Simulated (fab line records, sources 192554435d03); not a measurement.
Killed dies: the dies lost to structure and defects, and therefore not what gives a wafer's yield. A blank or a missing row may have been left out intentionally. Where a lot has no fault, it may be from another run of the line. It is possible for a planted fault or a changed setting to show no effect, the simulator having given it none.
fab line records    flow n5Finfet
record lots=10  wafers=30  lastDay=18
route steps=1938 shown BEOL_M1@812 BEOL_M4@1111 PASSIVATION@1936
lots that met no fault: from a run of the same line without faults
startH: the number of hours between the record's first day and the start of the first shown wafer of the lot    waitH: hours from the lot's prior step to this one    " unchanged from the row above    L1.1+2: a row that stands for several wafers    - no value, or no start was given    * or withheld: withheld    < > ~ a bound
route shown NAME@n: a module of which the file shows steps, and the number in the route of the first    usual: average and standard deviation across the fault-free wafers    same: alike in all rows    chamber/n: place in a boat    sites: the reading at each site    _std_site: their standard deviation    _edge_site: mean of outer sites minus mean of inner sites    radiusMm: for every site, how far away it sits from the centre of the wafer    mask NAME#n: copy n    behind: the last tool/chamber to shape the wafer    hold: reason for holding the lot/hours on hold/outcome of the hold    device: transistor that didn't switch, given as n, p or np    end of line: tests of these same wafers at the route's end    a step with no rows: only its recipe    killed: count of dies lost to structure and defects at first sort (not the wafer's yield)    map: a wafer's dies, x killed, . not, _ none there
set.NAME: the setting as run; set.NAME@STEP: as run at that earlier step    model.NAME: the simulator's own value behind a step, which no gauge read
the route's steps for a sample of lots (tables are steps, rows are wafers)
## steps
# step N5_BEOL_M1_SURFACE_TREAT_85
# recipe gas=Ar  timeS=*  ionEnergyEv=*  ionCurrentMaCm2=0.5  pressureMtorr=*  arFlowSccm=30
# usual throttleValvePct=*
# same timeS=*
lot.wafer  tool           chamber  startH  waitH  throttleValvePct
L923.2     pvdSputter-01  -        131.21  0.2    *
L923.4     "              -        "       "      *
L923.6     "              -        "       "      *
L925.1     pvdSputter-03  -        144.46  0.1    *
L925.2     "              -        "       "      *
L925.5     "              -        "       "      *
L930.2     pvdSputter-02  -        179.62  0.3    *
L930.4     "              -        "       "      *
L930.6     "              -        "       "      *
L932.2     pvdSputter-01  -        191.33  0.1    *
L932.4     "              -        "       "      *
L932.5     "              -        "       "      *
L933.1     pvdSputter-01  -        196.09  0.1    *
L933.3     "              -        "       "      *
L933.5     "              -        "       "      *
L939.2     pvdSputter-02  -        232.23  0.2    *
L939.5     "              -        "       "      *
L939.6     "              -        "       "      *
L940.1     pvdSputter-03  -        240.52  0.1    *
L940.2     "              -        "       "      *
L940.4     "              -        "       "      *
L942.1     pvdSputter-02  -        243.87  0.1    *
L942.5     "              -        "       "      *
L942.6     "              -        "       "      *
L944.1     pvdSputter-03  -        263.73  0.1    *
L944.4     "              -        "       "      *
L944.5     "              -        "       "      *
L945.1     pvdSputter-02  -        279.96  0.2    *
L945.3     "              -        "       "      *
L945.5     "              -        "       "      *
# step N5_BEOL_M1_ANNEAL_87
# recipe tempC=400  timeS=240  ambient=vacuum
# usual heaterPowerW=856/80
# same timeS=240
lot.wafer  tool           chamber  startH  waitH  heaterPowerW
L923.2     pvdSputter-03  -        132.26  0.0    764
L923.4     "              -        "       "      875
L923.6     "              -        "       "      842
L925.1     pvdSputter-03  -        145.44  0.0    848
L925.2     "              -        "       "      742
L925.5     "              -        "       "      860
L930.2     pvdSputter-03  -        180.59  0.0    855
L930.4     "              -        "       "      746
L930.6     "              -        "       "      857
L932.2     pvdSputter-01  -        192.36  0.0    893
L932.4     "              -        "       "      815
L932.5     "              -        "       "      828
L933.1     pvdSputter-01  -        197.25  0.0    893
L933.3     "              -        "       "      912
L933.5     "              -        "       "      892
L939.2     pvdSputter-03  -        233.42  0.0    751
L939.5     "              -        "       "      771
L939.6     "              -        "       "      860
L940.1     pvdSputter-03  -        241.55  0.0    741
L940.2     "              -        "       "      843
L940.4     "              -        "       "      855
L942.1     pvdSputter-01  -        246.43  0.0    825
L942.5     "              -        "       "      905
L942.6     "              -        "       "      848
L944.1     pvdSputter-02  -        264.90  0.0    1042
L944.4     "              -        "       "      832
L944.5     "              -        "       "      1037
L945.1     pvdSputter-01  -        280.94  0.0    847
L945.3     "              -        "       "      806
L945.5     "              -        "       "      832
# step N5_BEOL_M1_ANNEAL_91
# recipe tempC=400  timeS=240  ambient=vacuum
# usual heaterPowerW=858/80
# same timeS=240
lot.wafer  tool           chamber  startH  waitH  heaterPowerW
L923.2     pvdSputter-03  -        132.70  0.0    760
L923.4     "              -        "       "      841
L923.6     "              -        "       "      850
L925.1     pvdSputter-03  -        145.88  0.0    837
L925.2     "              -        "       "      747
L925.5     "              -        "       "      851
L930.2     pvdSputter-03  -        181.03  0.0    856
L930.4     "              -        "       "      741
L930.6     "              -        "       "      866
L932.2     pvdSputter-01  -        192.80  0.0    869
L932.4     "              -        "       "      822
L932.5     "              -        "       "      811
L933.1     pvdSputter-01  -        197.69  0.0    932
L933.3     "              -        "       "      902
L933.5     "              -        "       "      892
L939.2     pvdSputter-03  -        233.86  0.0    749
L939.5     "              -        "       "      761
L939.6     "              -        "       "      865
L940.1     pvdSputter-03  -        241.99  0.0    739
L940.2     "              -        "       "      851
L940.4     "              -        "       "      867
L942.1     pvdSputter-01  -        246.87  0.0    814
L942.5     "              -        "       "      878
L942.6     "              -        "       "      859
L944.1     pvdSputter-02  -        265.34  0.0    1059
L944.4     "              -        "       "      861
L944.5     "              -        "       "      1059
L945.1     pvdSputter-01  -        281.38  0.0    838
L945.3     "              -        "       "      814
L945.5     "              -        "       "      797
# step N5_BEOL_M1_SPUTTER_92
# recipe material=Cu  targetThkA=45  tempC=-20  chamberPressurePa=0.07  powerW=withheld  timeS=8.29
# usual chamberPressurePa=0.07/0.00016  chuckGasFlowSccm=1.25/0.055  substrateTempC=-19.97/0.097  throttleValvePct=29.8/0.79
# same timeS=8.29
lot.wafer  tool           chamber  startH  waitH  chamberPressurePa  chuckGasFlowSccm  substrateTempC  throttleValvePct
L923.2     pvdSputter-03  -        132.84  0.1    0.06998            1.20              -19.91          30.3
L923.4     "              -        "       "      0.07014            1.36              -20.18          29.4
L923.6     "              -        "       "      0.0699             1.22              -19.94          28.9
L925.1     pvdSputter-03  -        146.02  0.1    0.06969            1.27              -20.04          29.2
L925.2     "              -        "       "      0.06983            1.22              -20.02          29.4
L925.5     "              -        "       "      0.06994            1.25              -20.05          29.5
L930.2     pvdSputter-03  -        181.17  0.1    0.07014            1.30              -19.86          29.0
L930.4     "              -        "       "      0.07005            1.19              -20.24          29.8
L930.6     "              -        "       "      0.06999            1.17              -19.91          29.0
L932.2     pvdSputter-01  -        192.94  0.1    0.07012            1.19              -20.02          29.6
L932.4     "              -        "       "      0.07015            1.27              -19.95          29.4
L932.5     "              -        "       "      0.07               1.11              -20.10          29.4
L933.1     pvdSputter-01  -        197.83  0.1    0.06976            1.31              -20.06          31.0
L933.3     "              -        "       "      0.07006            1.22              -20.05          29.7
L933.5     "              -        "       "      0.07009            1.29              -19.87          29.6
L939.2     pvdSputter-03  -        234.00  0.1    0.07422            1.25              -20.11          29.5
L939.5     "              -        "       "      0.07416            1.27              -20.00          29.7
L939.6     "              -        "       "      0.07405            1.30              -19.88          28.2
L940.1     pvdSputter-03  -        242.13  0.1    0.07433            1.16              -20.06          29.5
L940.2     "              -        "       "      0.07416            1.23              -20.04          28.1
L940.4     "              -        "       "      0.07422            1.20              -19.99          28.7
L942.1     pvdSputter-01  -        247.01  0.1    0.07003            1.27              -20.10          29.2
L942.5     "              -        "       "      0.07013            1.22              -19.99          29.5
L942.6     "              -        "       "      0.06989            1.25              -19.88          30.0
L944.1     pvdSputter-02  -        265.48  0.1    0.07032            1.28              -19.93          31.6
L944.4     "              -        "       "      0.06996            1.33              -19.90          28.5
L944.5     "              -        "       "      0.0704             1.28              -19.91          31.2
L945.1     pvdSputter-01  -        281.52  0.1    0.07011            1.30              -20.03          30.4
L945.3     "              -        "       "      0.06972            1.33              -19.90          29.5
L945.5     "              -        "       "      0.06984            1.26              -19.96          29.4
# step N5_BEOL_M4_RC_MEAS_101
# usual DIBL_N=35.7/1.3  DIBL_P=35.4/1.8  IOFF_N=0.152/0.027  IOFF_P=0.20/0.034  ION_N=672/9.8  ION_P=461/7.5  SS_N=71.4/0.55  SS_P=73.1/0.61  VT_N=251/3.3  VT_P=-251/3.6
lot.wafer  tool       chamber  startH  waitH  DIBL_N[mV/V]  DIBL_P[mV/V]  IOFF_N[nA/um]  IOFF_P[nA/um]  ION_N[uA/um]  ION_P[uA/um]  SS_N[mV/dec]  SS_P[mV/dec]  VT_N[mV]  VT_P[mV]
L923.2     prober-01  0        167.97  0.2    34.0          32.5          0.114          0.16           661           457           70.3          72.7          255       -255
L923.4     "          0        "       "      35.2          34.1          0.133          0.18           670           464           70.6          73.5          253       -251
L923.6     "          0        "       "      34.4          34.2          0.126          0.18           659           452           71.3          73.0          255       -250
L925.1     prober-02  0        181.19  0.0    34.3          36.0          0.149          0.18           676           457           70.9          72.8          252       -255
L925.2     "          0        "       "      34.6          34.9          0.144          0.17           664           455           71.6          72.0          254       -253
L925.5     "          0        "       "      33.5          35.0          0.146          0.17           670           459           70.7          73.0          251       -252
L930.2     prober-02  0        218.47  0.6    33.7          32.3          0.114          0.16           666           458           70.7          72.2          256       -253
L930.4     "          0        "       "      35.1          34.0          0.131          0.19           674           463           71.6          72.7          255       -253
L930.6     "          0        "       "      33.6          32.7          0.112          0.17           666           467           72.0          72.5          255       -255
L932.2     prober-02  0        227.33  0.2    37.7          38.4          0.186          0.26           680           466           72.5          74.4          250       -245
L932.4     "          0        "       "      35.7          35.6          0.148          0.22           662           463           71.3          73.1          250       -248
L932.5     "          0        "       "      34.8          34.8          0.139          0.21           677           465           70.7          73.3          250       -248
L933.1     prober-02  0        236.93  0.0    37.6          35.4          0.182          0.22           679           466           71.1          72.9          245       -248
L933.3     "          0        "       "      37.1          35.1          0.195          0.23           686           469           70.6          73.9          244       -245
L933.5     "          0        "       "      36.1          34.5          0.168          0.21           684           468           70.3          73.2          244       -248
L939.2     prober-01  0        279.11  0.2    34.7          33.2          0.143          0.19           674           463           72.2          73.0          252       -249
L939.5     "          0        "       "      33.4          31.7          0.122          0.17           666           462           71.8          73.3          254       -251
L939.6     "          0        "       "      35.4          35.0          0.164          0.21           676           469           72.1          73.5          252       -249
L940.1     prober-02  0        280.66  0.0    39.0          38.9          0.201          0.28           685           474           71.8          74.3          246       -246
L940.2     "          0        "       "      38.2          37.8          0.196          0.27           691           479           72.4          74.4          248       -244
L940.4     "          0        "       "      37.7          37.7          0.175          0.26           677           472           71.4          74.6          248       -244
L942.1     prober-02  0        281.59  0.6    33.4          34.1          0.116          0.15           656           451           71.0          72.4          256       -258
L942.5     "          0        "       "      33.5          33.9          0.108          0.15           649           445           70.8          72.5          258       -256
L942.6     "          0        "       "      36.0          36.6          0.151          0.18           663           452           71.3          73.1          251       -257
L944.1     prober-01  0        308.16  0.0    34.3          34.6          0.123          0.18           663           458           71.2          72.0          253       -252
L944.4     "          0        "       "      36.4          36.6          0.150          0.20           673           464           71.5          73.5          250       -250
L944.5     "          0        "       "      35.3          35.2          0.124          0.17           667           456           71.2          72.7          253       -251
L945.1     prober-02  0        318.48  0.0    34.8          33.5          0.121          0.19           674           459           70.5          73.0          254       -252
L945.3     "          0        "       "      33.8          32.4          0.104          0.17           653           457           70.8          72.3          259       -253
L945.5     "          0        "       "      35.4          34.7          0.132          0.20           668           467           71.3          73.0          252       -249
# step N5_PASSIVATION_PROBE_49
# usual defectLimitedYield=91.5/1.3  killed_at_M0_to_M3=33/11  killed_at_M4_up=14/5.3  killedAtContacts=11/6.3  killedAtFrontEnd=38/10  killedAtOther=3.7/2.8  killedDies=101/16  killedOpen=67/12  killedShort=32/7.4  sort_bin_5_function=5.0/0.86  sort_bin_6_memory=3.2/0.69  sort_bin_8_speed=0.00/0.007  sortNPass=1079/16  sortYieldPct=91.5/1.3
# same grossDies=1180  killedAtBackSide=0  sort_bin_4_leakage[%]=0
lot.wafer  tool       chamber  startH  waitH  defectLimitedYield[%]  killed_at_M0_to_M3  killed_at_M4_up  killedAtContacts  killedAtFrontEnd  killedAtOther  killedDies  killedOpen  killedShort  sort_bin_5_function[%]  sort_bin_6_memory[%]  sort_bin_8_speed[%]  sortNPass  sortYieldPct[%]
L930.2     prober-01  -        317.91  0.1    90.2                   46                  5                24                38                3              116         79          37           6.2                     3.1                   0                    1064       90.2
L930.4     prober-01  -        318.01  0.2    91.2                   27                  9                24                35                9              104         70          33           5.3                     2.9                   0                    1076       91.2
L930.6     prober-01  -        318.11  0.3    89.9                   33                  11               33                37                5              119         84          32           5.8                     3.9                   0                    1061       89.9
L932.2     prober-02  -        333.15  0.1    90.9                   22                  11               12                61                1              107         73          33           4.8                     4.0                   0                    1073       90.9
L932.4     prober-02  -        333.25  0.2    92.2                   29                  15               8                 34                6              92          69          19           4.8                     2.9                   0                    1088       92.2
L932.5     prober-02  -        333.30  0.2    90.8                   25                  21               11                46                5              108         77          28           5.3                     3.5                   0                    1072       90.8
L939.2     prober-02  -        381.80  0.1    91.7                   37                  9                3                 39                10             98          55          42           4.8                     2.8                   0                    1082       91.7
L939.5     prober-02  -        381.95  0.2    90.6                   38                  13               10                43                7              111         66          41           5.2                     3.7                   0                    1069       90.6
L939.6     prober-02  -        382.00  0.3    90.5                   25                  16               22                46                3              112         73          37           5.8                     3.4                   0                    1068       90.5
L944.1     prober-01  -        408.42  0.0    89.7                   37                  17               7                 57                3              121         97          24           5.5                     4.6                   0                    1059       89.7
L944.4     prober-01  -        408.57  0.2    91.6                   29                  13               9                 44                4              99          66          31           5.0                     3.2                   0                    1081       91.6
L944.5     prober-01  -        408.62  0.2    92.3                   15                  13               13                45                5              91          53          36           3.9                     3.1                   0                    1089       92.3
# killed by level:class
L930.2 MOL_CONTACT_COAG:geometricParticle:open=20 BEOL_M2:geometricParticle:open=13 BEOL_M0_SAQP:geometricParticle:short=10 FIN_SAQP:geometricParticle:open=8 FIN_SAQP:geometricParticle:short=8 STI_FIN_REVEAL:geometricParticle:open=6 BEOL_M1:geometricParticle:open=6 BEOL_M3:geometricParticle:open=5
L930.4 MOL_CONTACT_COAG:geometricParticle:open=19 BEOL_M0_SAQP:geometricParticle:short=12 STI_FIN_REVEAL:geometricParticle:open=12 BEOL_M0_SAQP:geometricParticle:open=6 MOL_CONTACT_COAG:geometricParticle:short=5 BEOL_M2:geometricParticle:open=5 FIN_SAQP:geometricParticle:open=4 STARTING-WAFER:geometricParticle:short=4
L930.6 MOL_CONTACT_COAG:geometricParticle:open=30 BEOL_M0_SAQP:geometricParticle:open=12 FIN_SAQP:geometricParticle:short=11 FIN_SAQP:geometricParticle:open=9 BEOL_M0_SAQP:geometricParticle:short=9 STI_FIN_REVEAL:geometricParticle:open=5 BEOL_M2:geometricParticle:open=5 BEOL_M1:geometricParticle:open=4
L932.2 STI_FIN_REVEAL:geometricParticle:open=26 FIN_SAQP:geometricParticle:open=9 MOL_CONTACT_COAG:geometricParticle:open=8 STI_FIN_REVEAL:geometricParticle:short=6 GATE_CUT:geometricParticle:short=6 BEOL_M2:geometricParticle:open=6 BEOL_M7:geometricParticle:open=4 FIN_SAQP:geometricParticle:short=3
L932.4 STI_FIN_REVEAL:geometricParticle:open=14 BEOL_M2:geometricParticle:open=10 MOL_CONTACT_COAG:geometricParticle:open=7 BEOL_M4:geometricParticle:open=7 BEOL_M3:geometricParticle:open=4 GATE_CUT:geometricParticle:open=3 BEOL_M0_SAQP:geometricParticle:short=3 BEOL_M0_SAQP:geometricParticle:open=3
L932.5 BEOL_M4:geometricParticle:open=14 STI_FIN_REVEAL:geometricParticle:open=11 BEOL_M3:geometricParticle:open=9 MOL_CONTACT_COAG:geometricParticle:open=8 DUMMY_GATE:geometricParticle:open=6 FIN_SAQP:geometricParticle:short=5 GATE_CUT:geometricParticle:short=4 BEOL_M2:geometricParticle:open=4
L939.2 BEOL_M0_SAQP:geometricParticle:short=8 BEOL_M1:geometricParticle:open=7 FIN_SAQP:geometricParticle:short=6 BEOL_M1:geometricParticle:short=6 FIN_SAQP:geometricParticle:open=5 BEOL_M0_SAQP:geometricParticle:open=5 BEOL_M3:geometricParticle:open=5 MIM_BOT:geometricParticle:short=5
L939.5 BEOL_M3:geometricParticle:open=16 STI_FIN_REVEAL:geometricParticle:open=9 FIN_SAQP:geometricParticle:open=8 BEOL_M4:geometricParticle:open=7 GATE_CUT:geometricParticle:short=6 MIM_TOP:geometricParticle:short=6 FIN_SAQP:geometricParticle:short=5 MOL_CONTACT_COAG:geometricParticle:open=5
L939.6 MOL_CONTACT_COAG:geometricParticle:open=19 FIN_SAQP:geometricParticle:short=10 STI_FIN_REVEAL:geometricParticle:open=7 FIN_SAQP:geometricParticle:open=6 GATE_CUT:geometricParticle:short=6 BEOL_M4:geometricParticle:open=6 BEOL_M1:geometricParticle:open=5 BEOL_M2:geometricParticle:open=5
L944.1 FIN_SAQP:geometricParticle:open=31 BEOL_M1:geometricParticle:open=11 BEOL_M4:geometricParticle:open=10 FIN_SAQP:geometricParticle:short=9 BEOL_M3:geometricParticle:open=7 STI_FIN_REVEAL:geometricParticle:open=7 MOL_CONTACT_COAG:geometricParticle:open=7 BEOL_M2:geometricParticle:open=7
L944.4 FIN_SAQP:geometricParticle:open=12 BEOL_M0_SAQP:geometricParticle:open=8 STI_FIN_REVEAL:geometricParticle:open=7 BEOL_M0_SAQP:geometricParticle:short=6 MOL_CONTACT_COAG:geometricParticle:open=5 BEOL_M2:geometricParticle:open=5 DUMMY_GATE:geometricParticle:open=4 STARTING-WAFER:geometricParticle:open=4
L944.5 DUMMY_GATE:geometricParticle:open=10 MOL_CONTACT_COAG:geometricParticle:open=7 BEOL_M2:geometricParticle:open=7 BEOL_M4:geometricParticle:short=6 MOL_CONTACT_COAG:geometricParticle:short=6 FIN_SAQP:geometricParticle:open=5 GATE_CUT:geometricParticle:short=5 STI_FIN_REVEAL:geometricParticle:open=4
## key
firstSign step=N5_BEOL_M1_SPUTTER_92  reading=chamberPressurePa  direction=up  sigmas=26  usual=0.07  struck=0.07419
effect none on later readings
metAt N5_BEOL_M1_SPUTTER_92
struckLots L939,L940
notActingAt N5_BEOL_M1_SURFACE_TREAT_85,N5_BEOL_M1_ANNEAL_87,N5_BEOL_M1_ANNEAL_91
onsetBetween 181.17 234.00
fault kind=processParameterDrift  tool=pvdSputter-03  chamber=-  onsetH=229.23  steps=N5_BEOL_M1_SPUTTER_92  channel=chamberPressurePa  offset=0.0040768  shape=step  endH=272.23  actsIn=theseRecipesOnly  stated=0.07
